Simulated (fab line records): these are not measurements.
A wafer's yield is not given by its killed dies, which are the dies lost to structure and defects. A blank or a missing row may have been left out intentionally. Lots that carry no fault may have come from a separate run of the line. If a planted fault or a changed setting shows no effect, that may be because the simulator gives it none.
fab line records | flow nand_harc
record: lots: 6 | wafers: 18 | last_day: 32
route steps=1302 shown P_M2@349 P_BONDPAD@351 END@1302
lots that met no fault: taken from a fault-free run of the same line
start_h: hours from the record's first day to the start of the lot's first wafer shown | wait_h: time in hours since the lot's previous step | " unchanged from the row above | L1.1+2: several wafers, shown together as one row | - either no value or no given start | * or withheld: withheld | < > ~ a bound
route shown NAME@n: NAME is a module with steps in the file, n the number in the route of the first one | usual: mean/standard deviation of fault-free wafers | same: alike in all rows | chamber/n: place in a boat | sites: each site's reading | _std_site: standard deviation across them | _edge_site: mean of outer sites minus mean of inner sites | radius_mm: for every site, how far away it sits from the centre of the wafer | mask NAME#n: copy n | behind: tool/chamber where the wafer was last shaped | hold: reason for holding the lot/hours on hold/outcome of the hold | device: whichever transistor did not switch (one of n, p or np) | end of line: at the end of the route, the tests of the same wafers | step lacking rows: just its recipe | killed: count of dies lost to structure and defects at first sort (not the wafer's yield) | map: the dies of a wafer, with x for killed, . for not killed, _ for no die there
set.NAME: the setting that was run; set.NAME@STEP: the one run at that earlier step | model.NAME: the simulator's own value behind a step, which no gauge read
certain route steps with their lots: each step a table, each wafer a row
services: when a tool's chamber went out of use (start_h, in hours from the record's first day, below 0 if earlier), for how many hours, and the reason
== steps ==
step: NHARC_P_M2_PRE_CLEAN_32
recipe: time_s: 12 | temp_c: 370 | rf_power_w: 300 | gas: NH3
usual: heater_power_w: 606/74
lot.wafer | tool     | chamber | start_h | wait_h | heater_power_w
L235.1    | pecvd-03 | 1       | 135.99  | 0.2    | 725
L235.3    | "        | 0       | "       | "      | 681
L235.6    | "        | 0       | "       | "      | 679
L236.2    | pecvd-01 | 1       | 148.21  | 0.1    | 617
L236.1    | "        | 0       | "       | "      | 649
L236.6    | "        | 1       | "       | "      | 624
L246.1    | pecvd-04 | 1       | 250.63  | 0.1    | 666
L246.2    | "        | 0       | "       | "      | 561
L246.5    | "        | 0       | "       | "      | 558
L248.3    | pecvd-01 | 1       | 280.26  | 0.1    | 650
L248.2    | "        | 0       | "       | "      | 566
L248.6    | "        | 0       | "       | "      | 573
L253.1    | pecvd-04 | 0       | 321.02  | 0.1    | 521
L253.2    | "        | 1       | "       | "      | 644
L253.6    | "        | 0       | "       | "      | 516
L254.3    | pecvd-01 | 1       | 333.82  | 0.1    | 666
L254.4    | "        | 0       | "       | "      | 575
L254.6    | "        | 1       | "       | "      | 679
step: NHARC_P_M2_DEP_33
recipe: target_thk_a: 300 | temp_c: 370 | target_thk_nm: 30 | pressure_torr: 3 | flow_sccm: 200 | rf_w: 450 | material: SiCN
usual: heater_power_w: 558/80
lot.wafer | tool     | chamber | start_h | wait_h | heater_power_w
L235.1    | pecvd-03 | 1       | 136.07  | 0.1    | 647
L235.3    | "        | 0       | "       | "      | 581
L235.6    | "        | 0       | "       | "      | 567
L236.2    | pecvd-01 | 1       | 148.29  | 0.1    | 578
L236.1    | "        | 0       | "       | "      | 579
L236.6    | "        | 1       | "       | "      | 575
L246.1    | pecvd-04 | 1       | 250.71  | 0.1    | 696
L246.2    | "        | 0       | "       | "      | 494
L246.5    | "        | 0       | "       | "      | 479
L248.3    | pecvd-01 | 1       | 280.34  | 0.1    | 539
L248.2    | "        | 0       | "       | "      | 576
L248.6    | "        | 0       | "       | "      | 582
L253.1    | pecvd-04 | 0       | 321.12  | 0.1    | 531
L253.2    | "        | 1       | "       | "      | 572
L253.6    | "        | 0       | "       | "      | 512
L254.3    | pecvd-01 | 1       | 333.96  | 0.1    | 596
L254.4    | "        | 0       | "       | "      | 570
L254.6    | "        | 1       | "       | "      | 604
step: NHARC_P_BONDPAD_DEP_00
recipe: target_thk_a: 2500 | temp_c: 370 | target_thk_nm: 250 | pressure_torr: 3 | flow_sccm: 200 | rf_w: 450 | material: SiCN
usual: heater_power_w: 553/75
lot.wafer | tool     | chamber | start_h | wait_h | heater_power_w
L235.3    | pecvd-03 | 1       | -       | -      | 644
L235.1    | "        | 0       | "       | "      | 592
L235.6    | "        | 1       | "       | "      | 643
L236.1    | pecvd-03 | 0       | 148.71  | -      | 623
L236.2    | "        | 2       | "       | "      | 510
L236.6    | "        | 0       | "       | "      | 638
L246.1    | pecvd-01 | 0       | 251.17  | -      | 606
L246.2    | "        | 1       | "       | "      | 604
L246.5    | "        | 1       | "       | "      | 611
L248.3    | pecvd-01 | 0       | -       | -      | 591
L248.2    | "        | 2       | "       | "      | 477
L248.6    | "        | 2       | "       | "      | 482
L253.2    | pecvd-03 | 2       | 321.49  | -      | 484
L253.1    | "        | 1       | "       | "      | 626
L253.6    | "        | 1       | "       | "      | 651
L254.3    | pecvd-04 | 0       | 334.29  | -      | 556
L254.4    | "        | 1       | "       | "      | 608
L254.6    | "        | 2       | "       | "      | 530
step: NHARC_P_BONDPAD_CMP_32
recipe: target_thk_nm: 200 | material: SiCN
usual: motor_current_A: 11.6/1.5 | slurry_flow_ml_min: 150.0/0.53
lot.wafer | tool   | chamber | start_h | wait_h | motor_current_A | slurry_flow_ml_min
L235.1    | cmp-04 | 2       | 136.89  | -      | 9.8             | 150.3
L235.3    | "      | 3       | "       | "      | 13.4            | 149.5
L235.6    | "      | 2       | "       | "      | 9.3             | 150.3
L236.1    | cmp-02 | 3       | 149.12  | -      | 12.9            | 150.0
L236.2    | "      | 2       | "       | "      | 13.5            | 150.7
L236.6    | "      | 0       | "       | "      | 11.6            | 149.3
L246.1    | cmp-03 | 2       | 251.56  | -      | 11.9            | 150.5
L246.2    | "      | 1       | "       | "      | 10.3            | 150.8
L246.5    | "      | 3       | "       | "      | 10.7            | 149.5
L248.3    | cmp-03 | 1       | 281.13  | -      | 10.4            | 149.7
L248.2    | "      | 0       | "       | "      | 14.4            | 149.3
L248.6    | "      | 1       | "       | "      | 10.3            | 149.7
L253.1    | cmp-02 | 0       | 321.92  | -      | 10.7            | 149.2
L253.2    | "      | 2       | "       | "      | 13.5            | 149.8
L253.6    | "      | 0       | "       | "      | 11.2            | 149.5
L254.3    | cmp-04 | 0       | 334.69  | -      | 11.3            | 149.7
L254.4    | "      | 1       | "       | "      | 11.0            | 150.1
L254.6    | "      | 1       | "       | "      | 10.9            | 150.6
step: NHARC_P_BONDPAD_THK_MEAS_33
recipe: thk_meas_gauge: ellipsometry
usual: thk_nm: 200.5/1.5
lot.wafer | tool          | chamber | start_h | wait_h | thk_nm
L235.1    | film_metro-01 | -       | 137.12  | 0.2    | 199.3
L235.3    | "             | -       | "       | "      | 197.6
L235.6    | "             | -       | "       | "      | 200.1
L236.1    | film_metro-01 | -       | 149.37  | 0.2    | 201.9
L236.2    | "             | -       | "       | "      | 200.7
L236.6    | "             | -       | "       | "      | 205.1
L246.1    | film_metro-02 | -       | 251.81  | 0.2    | 199.6
L246.2    | "             | -       | "       | "      | 199.7
L246.5    | "             | -       | "       | "      | 199.2
L248.2    | film_metro-02 | -       | 281.38  | 0.2    | 200.7
L248.3    | "             | -       | "       | "      | 200.5
L248.6    | "             | -       | "       | "      | 201.5
L253.1    | film_metro-01 | -       | 322.15  | 0.2    | 200.4
L253.2    | "             | -       | "       | "      | 199.1
L253.6    | "             | -       | "       | "      | 200.1
L254.3    | film_metro-01 | -       | 334.94  | 0.2    | 201.1
L254.4    | "             | -       | "       | "      | 200.1
L254.6    | "             | -       | "       | "      | 200.8
step: NHARC_P_BONDPAD_SRD_34
step: NHARC_P_BONDPAD_DEHYDRATE_01
recipe: temp_c: 150 | time_s: 120
step: NHARC_P_BONDPAD_HMDS_02
recipe: time_s: 30
step: NHARC_P_BONDPAD_COAT_36
recipe: temp_c: 200 | time_s: 65
step: NHARC_P_BONDPAD_COAT_03
recipe: spin_rpm: 2000 | resist_thk_nm: 600
step: NHARC_P_BONDPAD_SOFTBAKE_04
recipe: temp_c: 125 | time_s: 70
step: NHARC_P_BONDPAD_EBR_05
step: NHARC_P_BONDPAD_EXPOSE_06
recipe: na: 0.55 | dose_mj: 37.06 | mask_id: P_BPAD
lot.wafer  | tool           | chamber | start_h | wait_h | mask     | model.P_BONDPAD.overlay_x_nm
L235.1+3+6 | krf_scanner-02 | 0       | 137.53  | -      | P_BPAD#0 | 12.47
L236.1+2+6 | krf_scanner-03 | 0       | 149.78  | -      | P_BPAD#0 | 6.927
L246.1+2+5 | krf_scanner-02 | 0       | 252.10  | -      | P_BPAD#0 | 73.56
L248.2+3+6 | krf_scanner-02 | 0       | 281.80  | -      | P_BPAD#0 | 72.71
L253.1+2+6 | krf_scanner-01 | 0       | 322.47  | -      | P_BPAD#0 | 5.979
L254.3+4+6 | krf_scanner-03 | 0       | 335.37  | -      | P_BPAD#0 | -3.938
step: NHARC_P_BONDPAD_PEB_07
recipe: peb_temp_c: 128 | peb_time_s: 80
step: NHARC_P_BONDPAD_DEVELOP_08
recipe: time_s: 50 | dev_temp_c: 22
step: NHARC_P_BONDPAD_CD_MEAS_09
recipe: target_cd_nm: 500 | landing_energy_ev: 500
usual: cd_nm: 501.2/2
lot.wafer | tool      | chamber | start_h | wait_h | cd_nm
L235.1    | cd_sem-03 | 0       | 137.68  | -      | 497.9
L235.3    | "         | 0       | "       | "      | 497.4
L235.6    | "         | 0       | "       | "      | 498.3
L236.1    | cd_sem-01 | 0       | 149.93  | -      | 498.7
L236.2    | "         | 0       | "       | "      | 500.6
L236.6    | "         | 0       | "       | "      | 497.1
L246.1    | cd_sem-03 | 0       | 252.26  | -      | 503.3
L246.2    | "         | 0       | "       | "      | 501.6
L246.5    | "         | 0       | "       | "      | 502.1
L248.2    | cd_sem-01 | 0       | 281.95  | -      | 505.0
L248.3    | "         | 0       | "       | "      | 502.4
L248.6    | "         | 0       | "       | "      | 504.6
L253.1    | cd_sem-03 | 0       | 322.62  | -      | 500.2
L253.2    | "         | 0       | "       | "      | 500.6
L253.6    | "         | 0       | "       | "      | 496.7
L254.3    | cd_sem-02 | 0       | 335.51  | -      | 498.6
L254.4    | "         | 0       | "       | "      | 500.3
L254.6    | "         | 0       | "       | "      | 498.5
step: NHARC_P_BONDPAD_OVL_MEAS_38
usual: overlay_x_nm: -1/6.1 | overlay_y_nm: 1/6.3
lot.wafer | tool       | chamber | start_h | wait_h | overlay_x_nm | overlay_y_nm
L235.1    | overlay-01 | -       | 137.77  | -      | 12           | 10
L235.3    | "          | -       | "       | "      | 12           | 10
L235.6    | "          | -       | "       | "      | 13           | 10
L236.1    | overlay-01 | -       | 150.02  | -      | 7            | -3
L236.2    | "          | -       | "       | "      | 7            | -2
L236.6    | "          | -       | "       | "      | 7            | -3
L246.1    | overlay-02 | -       | 252.36  | -      | 73           | -6
L246.2    | "          | -       | "       | "      | 74           | -5
L246.5    | "          | -       | "       | "      | 74           | -6
L248.2    | overlay-01 | -       | 282.03  | -      | 73           | 9
L248.3    | "          | -       | "       | "      | 72           | 9
L248.6    | "          | -       | "       | "      | 72           | 8
L253.1    | overlay-02 | -       | 322.71  | -      | 6            | -3
L253.2    | "          | -       | "       | "      | 6            | -2
L253.6    | "          | -       | "       | "      | 6            | -2
L254.3    | overlay-01 | -       | 335.60  | -      | -4           | 5
L254.4    | "          | -       | "       | "      | -4           | 6
L254.6    | "          | -       | "       | "      | -5           | 6
step: NHARC_P_BONDPAD_HARDBAKE_10
recipe: temp_c: 118 | time_s: 65
step: NHARC_END_SORT_01
recipe: temp_c: 25
usual: defect_limited_yield: 90.9/2.7 | killed_at_array: 57/19 | killed_at_other: 0.9/1.1 | killed_at_periphery: 4.0/2.6 | killed_dies: 62/19 | killed_open: 3.3/1.8 | killed_short: 2.4/1.7
same: gross_dies: 677
lot.wafer | tool      | chamber | start_h | wait_h | defect_limited_yield[%] | killed_at_array | killed_at_other | killed_at_periphery | killed_dies | killed_open | killed_short
L236.1    | prober-01 | 0       | 587.86  | 2.5    | 90.1                    | 64              | 1               | 2                   | 67          | 3           | 1
L236.2    | prober-01 | 0       | 588.65  | 2.8    | 89.7                    | 68              | 0               | 2                   | 70          | 2           | 3
L236.6    | prober-01 | 0       | 591.85  | 4.0    | 89.8                    | 66              | 0               | 3                   | 69          | 2           | 5
L246.1    | prober-02 | 0       | 686.84  | 2.4    | 92.3                    | 47              | 0               | 5                   | 52          | 1           | 0
L254.3    | prober-01 | 0       | 762.81  | 3.1    | 88.8                    | 67              | 1               | 8                   | 76          | 1           | 3
L254.4    | prober-01 | 0       | 763.60  | 3.4    | 88.6                    | 71              | 1               | 5                   | 77          | 4           | 4
L254.6    | prober-01 | 0       | 765.20  | 4.0    | 87.4                    | 75              | 0               | 10                  | 85          | 2           | 3
killed by level:class
L236.1 A_SLIT:chamber_film_flake=29 A_CHANNEL_HOLE_D2:chamber_film_flake=28 A_ZERO_WELL:chamber_film_flake=2 P_GATE:geometric_particle:open=1 P_CONTACT:geometric_particle:open=1 A_CHANNEL_HOLE_D1:geometric_particle:open=1 A_CHANNEL_HOLE_D2:geometric_particle:short=1 A_CHANNEL_HOLE_D1:chamber_film_flake=1
L236.2 A_CHANNEL_HOLE_D2:chamber_film_flake=36 A_SLIT:chamber_film_flake=17 A_STAIRCASE:chamber_film_flake=4 A_CONTACT:chamber_film_flake=4 A_WL_FILL:chamber_film_flake=2 P_M0:geometric_particle:short=1 A_ONON_D1:geometric_particle:short=1 A_CHANNEL_FILL_D1:geometric_particle:short=1
L236.6 A_CHANNEL_HOLE_D2:chamber_film_flake=35 A_SLIT:chamber_film_flake=18 A_CHANNEL_FILL_D1:chamber_film_flake=3 A_CONTACT:chamber_film_flake=2 P_STI:chamber_film_flake=2 P_M0:geometric_particle:short=1 A_DECK1_JOINT:geometric_particle:short=1 A_DECK1_JOINT:geometric_particle:open=1
L246.1 A_CHANNEL_HOLE_D1:chamber_film_flake=33 A_SLIT:chamber_film_flake=4 P_GATE:chamber_film_flake=3 A_WL_FILL:chamber_film_flake=3 P_CONTACT:chamber_film_flake=2 A_DECK1_JOINT:chamber_film_flake=2 A_CONTACT:chamber_film_flake=2 A_M0:chamber_film_flake=2
L254.3 A_SLIT:chamber_film_flake=27 A_CHANNEL_HOLE_D2:chamber_film_flake=23 A_CHANNEL_HOLE_D1:chamber_film_flake=9 P_CONTACT:chamber_film_flake=5 A_STAIRCASE:chamber_film_flake=2 P_CONTACT:geometric_particle:short=1 A_ONON_D1:geometric_particle:open=1 A_CHANNEL_FILL_D1:geometric_particle:short=1
L254.4 A_CHANNEL_HOLE_D2:chamber_film_flake=27 A_SLIT:chamber_film_flake=14 A_STAIRCASE:chamber_film_flake=13 A_CHANNEL_HOLE_D1:chamber_film_flake=4 A_WL_FILL:chamber_film_flake=4 P_GATE:chamber_film_flake=2 P_CONTACT:chamber_film_flake=2 P_CONTACT:geometric_particle:short=1
L254.6 A_SLIT:chamber_film_flake=33 A_CHANNEL_HOLE_D2:chamber_film_flake=19 A_STAIRCASE:chamber_film_flake=9 A_CHANNEL_HOLE_D1:chamber_film_flake=6 P_CONTACT:chamber_film_flake=4 A_CONTACT:chamber_film_flake=3 P_GATE:chamber_film_flake=2 A_WL_FILL:chamber_film_flake=2
== services ==
tool           | chamber | start_h | hours | kind
pecvd-01       | -       | 130.00  | 13.0  | pm
cmp-02         | -       | 130.24  | 2.4   | repair
cmp-02         | -       | 134.49  | 1.6   | repair
cmp-02         | -       | 136.09  | 4.0   | pm
cmp-03         | -       | 137.98  | 0.3   | repair
krf_scanner-03 | -       | 139.71  | 1.3   | repair
krf_scanner-03 | -       | 152.99  | 0.5   | repair
cmp-03         | -       | 162.13  | 4.0   | pm
cmp-02         | -       | 162.98  | 44.4  | repair
cmp-03         | -       | 169.38  | 0.4   | repair
cmp-04         | -       | 171.10  | 0.3   | repair
pecvd-03       | -       | 185.18  | 13.0  | pm
cmp-04         | -       | 209.26  | 4.0   | pm
pecvd-01       | -       | 216.90  | 0.4   | repair
pecvd-04       | -       | 218.42  | 5.1   | repair
cmp-04         | -       | 223.66  | 1.7   | repair
krf_scanner-03 | -       | 224.01  | 4.0   | pm
cmp-02         | -       | 234.09  | 4.0   | pm
cmp-02         | -       | 241.42  | 3.4   | repair
cmp-02         | -       | 246.34  | 2.4   | repair
krf_scanner-02 | -       | 266.00  | 4.0   | pm
pecvd-04       | -       | 274.05  | 13.0  | pm
pecvd-01       | -       | 311.00  | 13.0  | pm
pecvd-03       | 2       | 327.96  | 6.3   | repair
== key ==
first_sign: step: NHARC_P_BONDPAD_OVL_MEAS_38 | reading: overlay_x_nm | direction: up | sigmas: 12 | usual: -1 | struck: 73
effect none on later readings
model_effect: step: NHARC_P_BONDPAD_EXPOSE_06 | value: P_BONDPAD.overlay_x_nm | without: -5.085 | struck: 73.14
met_at NHARC_P_BONDPAD_EXPOSE_06
struck_wafers L246.1,L246.2,L246.5,L248.2,L248.3,L248.6
onset_between 137.53 252.10
also_fits NHARC_P_BONDPAD_DEP_00:pecvd-01,NHARC_P_BONDPAD_CMP_32:cmp-03
fault: kind: scanner_matching_overlay | tool: krf_scanner-02 | chamber: - | onset_h: 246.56 | steps: NHARC_P_BONDPAD_EXPOSE_06 | offset: 78.223
